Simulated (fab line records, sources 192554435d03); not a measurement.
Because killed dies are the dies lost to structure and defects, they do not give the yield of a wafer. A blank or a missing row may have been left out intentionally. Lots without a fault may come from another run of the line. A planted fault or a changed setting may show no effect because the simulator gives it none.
Which of the tools did it? | flow n5_finfet | at 1 step of a route of 1938, 12 lots with 36 wafers sampled

## WHAT THE GAUGES SHOWED, per wafer
N5_BEOL_M13_OCD_MEAS_35.
lot  | measured     | on     | trench_depth_nm (nm)
L075 | day 11 14:37 | ocd-01 | 413 411 408
L077 | day 11 23:27 | ocd-02 | 416 413 419
L081 | day 13 12:13 | ocd-01 | 415 418 410
L082 | day 13 12:47 | ocd-01 | 412 421 416
L084 | day 14 02:34 | ocd-02 | 418 410 416
L085 | day 15 01:13 | ocd-02 | 417 403 412
L086 | day 15 10:32 | ocd-01 | 423 401 413
L089 | day 15 21:58 | ocd-01 | 416 418 415
L093 | day 16 10:09 | ocd-02 | 404 413 401
L096 | day 17 11:24 | ocd-01 | 421 413 418
L094 | day 17 14:57 | ocd-02 | 423 429 424
L097 | day 17 19:28 | ocd-02 | 414 417 423

## TOOL THAT RAN EACH LOT (tool first, then ch and the chambers of the sampled wafers, then the start)
The record holds no process step before these readings.

## THE ANSWER, worked out from the rows above alone
Rule: the lots themselves supply what counts as usual. The widest of any qualifying gaps counts: lots, ordered by their means at a reading, are off when they make up no more than a third of the lots, leave a main group of 4 or more, and stand apart from it by 3 or more times the standard deviation of that group's means. A main group is skipped when, at the precision printed for the reading in the tables above, its means are all equal. A lot without any number at a reading at which 4 lots or more have one is off too. Where the step has rows for the other lots, those lots are counted as sound.
No lot is off on any of the readings shown, so nothing can be concluded from this.

## WHAT WAS PUT IN BY THE SIMULATOR
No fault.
